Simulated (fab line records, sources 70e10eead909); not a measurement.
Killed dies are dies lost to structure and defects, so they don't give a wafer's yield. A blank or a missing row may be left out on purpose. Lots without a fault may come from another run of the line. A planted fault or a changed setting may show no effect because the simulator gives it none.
Chamber matching | flow nand_harc | NHARC_P_GATE_STRIP_101 on rie_diel-10: 4 sister chambers
The step strips in O2, time 20 s. 4 wafers are shown with their chamber, then 7 later ones without.

WAFERS WITH THEIR CHAMBER
wafer  | chamber | showerhead_plenum_p_Torr (Torr)
L437.3 | 3       | 3.35
L440.5 | 2       | 3.53
L449.1 | 0       | 3.60
L449.5 | 1       | 3.41

WAFERS WITHOUT THEIR CHAMBER
wafer  | showerhead_plenum_p_Torr (Torr)
L449.6 | 3.60
L450.1 | 3.53
L450.4 | 3.41
L450.5 | 3.53
L453.2 | 3.53
L453.5 | 3.34
L453.6 | 3.60

WHICH CHAMBER EACH WENT THROUGH
wafer  | from the rows above | in truth
L449.6 | 0                   | 0
L450.1 | 2                   | 2
L450.4 | 1                   | 1
L450.5 | 2                   | 2
L453.2 | 2                   | 2
L453.5 | 3                   | 3
L453.6 | 0                   | 0
Placed correctly: 7 of 7. Can't be placed from these rows: 0. Placed wrongly: 0.
How it was worked out, from the rows above alone: a wafer's distance from a chamber is the root of the sum, over the readings, of the square of ((its reading less the chamber's mean) divided by the reading's scatter). The wafer belongs to the nearest chamber; if the next one is less than 2 further off, it can't be placed. A chamber's mean is the mean of its shown wafers. The scatter: with one shown wafer a chamber, the root of the mean of the squares of how far each hidden wafer lies from its nearest shown one.
